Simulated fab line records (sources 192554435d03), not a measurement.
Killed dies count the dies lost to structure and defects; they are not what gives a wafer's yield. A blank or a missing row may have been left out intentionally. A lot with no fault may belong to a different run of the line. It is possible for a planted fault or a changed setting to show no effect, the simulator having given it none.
Which tool was responsible? -- flow n5-finfet -- 14 lots, 39 wafers sampled, at 4 steps of a route of 1938

## WHAT EACH GAUGE READ, for each wafer
The record holds no reading of a measuring or inspecting step that can be judged against a usual standard deviation.

## TOOL THAT RAN EACH LOT (tool first, then ch and the chambers of the sampled wafers, then the start)
lot,N5_BEOL_M3_HM_OPEN_17,N5_BEOL_M3_DEVELOP_27,N5_BEOL_M3_ETCH_77,N5_BEOL_M3_ETCH_70
L777,"rie-metal-03 ch 0,1, day 7 03:14","litho-track-05 ch 0, day 7 03:40","rie-diel-06 ch 0,1,2, day 7 03:52","rie-diel-02 ch 2,3, day 7 05:31"
L778,"rie-metal-02 ch 0,1, day 7 03:26","litho-track-03 ch 0, day 7 03:52","rie-diel-06 ch 1,2, day 7 04:05","rie-diel-06 ch 0,1,2, day 7 05:37"
L781,"rie-metal-02 ch 0,1, day 7 23:47","litho-track-05 ch 0, day 8 00:15","rie-diel-02 ch 0,2,3, day 8 00:28","rie-diel-02 ch 1,2,3, day 8 06:37"
L782,"rie-metal-02 ch 0,1, day 8 07:02","litho-track-01 ch 0, day 8 07:29","rie-diel-02 ch 0,1,3, day 8 07:48","rie-diel-06 ch 1,2,3, day 8 18:22"
L785,"rie-metal-01 ch 0, day 9 09:05","litho-track-03, day 9 09:32","rie-diel-02 ch 0, day 9 09:45","rie-diel-02 ch 3, day 9 12:47"
L786,"rie-metal-03 ch 0,1, day 9 14:17","litho-track-01, day 9 14:42","rie-diel-02 ch 1,2,3, day 9 14:55","rie-diel-02 ch 0,1,3, day 9 15:59"
L788,"rie-metal-01 ch 0, day 10 03:14","litho-track-03 ch 0, day 10 03:49","rie-diel-04 ch 1,3, day 10 04:01","rie-diel-02 ch 0,1, day 10 05:19"
L794,"rie-metal-02 ch 0,1, day 11 11:01","litho-track-03 ch 0, day 11 11:34","rie-diel-02 ch 0,2,3, day 11 11:47","rie-diel-02 ch 0,2,3, day 12 04:09"
L795,"rie-metal-02 ch 0,1, day 11 14:26","litho-track-03 ch 0, day 11 15:01","rie-diel-04 ch 1,2, day 11 15:19","rie-diel-04 ch 0,1,3, day 12 04:12"
L796,"rie-metal-03 ch 0,1, day 11 17:40","litho-track-01 ch 0, day 11 18:19","rie-diel-04 ch 0,2, day 11 18:59","rie-diel-04 ch 1,2, day 12 05:56"
L797,"rie-metal-01 ch 0,1, day 12 15:47","litho-track-03 ch 0, day 12 16:11","rie-diel-04 ch 0,2, day 12 16:24","rie-diel-06 ch 2,3, day 12 20:05"
L798,"rie-metal-02 ch 0,1, day 12 21:34","litho-track-05 ch 0, day 12 22:01","rie-diel-06 ch 0,1, day 12 22:14","rie-diel-04 ch 0,3, day 13 01:31"
L799,"rie-metal-01 ch 0,1, day 13 03:22","litho-track-03 ch 0, day 13 03:51","rie-diel-02 ch 1,2,3, day 13 04:04","rie-diel-06 ch 0,1,2, day 13 09:47"
L800,"rie-metal-01 ch 0,1, day 13 03:40","litho-track-03 ch 0, day 13 04:04","rie-diel-02 ch 1,3, day 13 04:17","rie-diel-02 ch 0,2,3, day 13 04:35"
- N5_BEOL_M3_HM_OPEN_17: chemistry Cl2/BCl3, target TiN, target depth 20 nm, overetch 6 nm.
- N5_BEOL_M3_DEVELOP_27: develop time 30 s.
- N5_BEOL_M3_ETCH_77: etches underlayer in N2/H2, target depth 6.5 nm, time 5.2 s.
- N5_BEOL_M3_ETCH_70: etches SOC in N2/H2, target depth 80 nm, overetch 16 nm, time 120 s.

## AS READ BY THE TOOLS THEMSELVES (means over the sampled wafers that have a number; for cases with no such wafer, the mark the record gives instead)
N5_BEOL_M3_HM_OPEN_17.
lot,tool,drypump-motor-current-A (A),mfc-ar-sccm (sccm),oes-product-au (a.u.),throttle-valve-pct (%)
L777,rie-metal-03,5.81,25.07,0.66,22.41
L778,rie-metal-02,5.13,24.94,0.52,22.36
L781,rie-metal-02,5.13,25.05,0.52,22.36
L782,rie-metal-02,5.13,25.01,0.53,22.34
L785,rie-metal-01,5.48,24.96,0.75,22.58
L786,rie-metal-03,5.83,25.03,0.64,22.42
L788,rie-metal-01,5.48,24.95,0.75,22.59
L794,rie-metal-02,5.16,24.98,0.82,22.09
L795,rie-metal-02,5.13,25.05,0.82,22.08
L796,rie-metal-03,5.83,25.03,0.64,22.42
L797,rie-metal-01,5.52,25.04,0.73,22.34
L798,rie-metal-02,5.30,24.97,0.79,22.16
L799,rie-metal-01,5.58,25.03,0.73,22.07
L800,rie-metal-01,5.51,24.97,0.73,22.33

N5_BEOL_M3_DEVELOP_27.
lot,tool,chill-plate-temp-C (C)
L777,litho-track-05,23.07
L778,litho-track-03,23.05
L781,litho-track-05,22.97
L782,litho-track-01,23.03
L785,litho-track-03,-
L786,litho-track-01,-
L788,litho-track-03,22.87
L794,litho-track-03,23.10
L795,litho-track-03,23.16
L796,litho-track-01,23.09
L797,litho-track-03,23.10
L798,litho-track-05,23.03
L799,litho-track-03,23.02
L800,litho-track-03,23.10

N5_BEOL_M3_ETCH_77.
lot,tool,drypump-motor-current-A (A),etch-rf-on-time-s (s),oes-product-au (a.u.),rf-vpp-V (V),showerhead-plenum-p-Torr (Torr),throttle-valve-pct (%)
L777,rie-diel-06,5.8,5.15,0.71,524.8,2.56,17.71
L778,rie-diel-06,5.9,5.08,0.76,523.0,2.51,17.60
L781,rie-diel-02,6.4,5.14,0.70,524.5,2.52,17.72
L782,rie-diel-02,6.0,5.27,0.68,525.0,2.58,17.61
L785,rie-diel-02,6.4,4.83,0.84,528.1,2.59,17.27
L786,rie-diel-02,6.0,5.20,0.61,524.3,2.53,17.85
L788,rie-diel-04,6.1,5.48,0.58,522.8,2.52,17.80
L794,rie-diel-02,6.4,5.23,0.66,522.6,2.51,17.76
L795,rie-diel-04,5.4,5.30,0.60,526.5,2.62,17.76
L796,rie-diel-04,5.2,5.32,0.61,526.6,2.64,17.89
L797,rie-diel-04,5.2,5.33,0.61,526.6,2.64,17.87
L798,rie-diel-06,5.7,5.21,0.62,525.2,2.61,17.89
L799,rie-diel-02,5.9,5.23,0.68,522.2,2.52,17.71
L800,rie-diel-02,5.5,5.26,0.75,525.3,2.58,17.44

N5_BEOL_M3_ETCH_70.
lot,tool,drypump-motor-current-A (A),oes-product-au (a.u.),rf-vpp-V (V),showerhead-plenum-p-Torr (Torr),throttle-valve-pct (%)
L777,rie-diel-02,6.5,0.56,522.8,2.51,17.9
L778,rie-diel-06,5.8,0.63,525.4,2.56,17.7
L781,rie-diel-02,6.0,0.55,522.9,2.53,17.8
L782,rie-diel-06,5.6,0.62,521.8,2.49,17.7
L785,rie-diel-02,6.4,0.55,523.5,2.54,17.9
L786,rie-diel-02,6.0,0.60,524.8,2.58,17.6
L788,rie-diel-02,5.8,0.62,526.0,2.60,17.4
L794,rie-diel-02,6.4,0.59,523.0,2.51,17.7
L795,rie-diel-04,5.8,0.62,526.3,2.66,17.7
L796,rie-diel-04,5.8,0.54,526.1,2.62,17.7
L797,rie-diel-06,5.9,0.61,522.1,2.45,17.9
L798,rie-diel-04,5.7,0.67,527.7,2.69,17.6
L799,rie-diel-06,5.8,0.60,524.7,2.55,17.7
L800,rie-diel-02,6.5,0.59,521.8,2.51,17.7

## THE ANSWER, worked out from the rows above alone
Rule: what is usual is taken from the lots themselves. Put in order of their means at a reading, lots are off if they are a third of the lots or fewer, leave a main group of 4 or more, and stand apart from it by a gap of 3 or more times the standard deviation of the main group's means; of several such gaps the widest counts. If all means in a main group match to the digits the tables above print for the reading, that group is not used. Also off: a lot with no number at a reading for which 4 or more lots have one. Any other lot the step has rows for is counted as sound. The gauges are gone through in route order, then the tools' own readings, and for those a lot's mean is taken as printed above. At the first step where some lot is off, the reading lying furthest off is the one used; lots without a number count as furthest.
Off at N5_BEOL_M3_DEVELOP_27 (chill-plate-temp-C): L785, L786. Without a number there: L785, L786. Mean 23.05 C and standard deviation 0.072 in the main group.
If a tool, at that step or one of the process steps before it, ran each lot that is off and ran no sound lot following the first of them, it fits. None of those tried fits.

## WHAT THE SIMULATOR PUT IN
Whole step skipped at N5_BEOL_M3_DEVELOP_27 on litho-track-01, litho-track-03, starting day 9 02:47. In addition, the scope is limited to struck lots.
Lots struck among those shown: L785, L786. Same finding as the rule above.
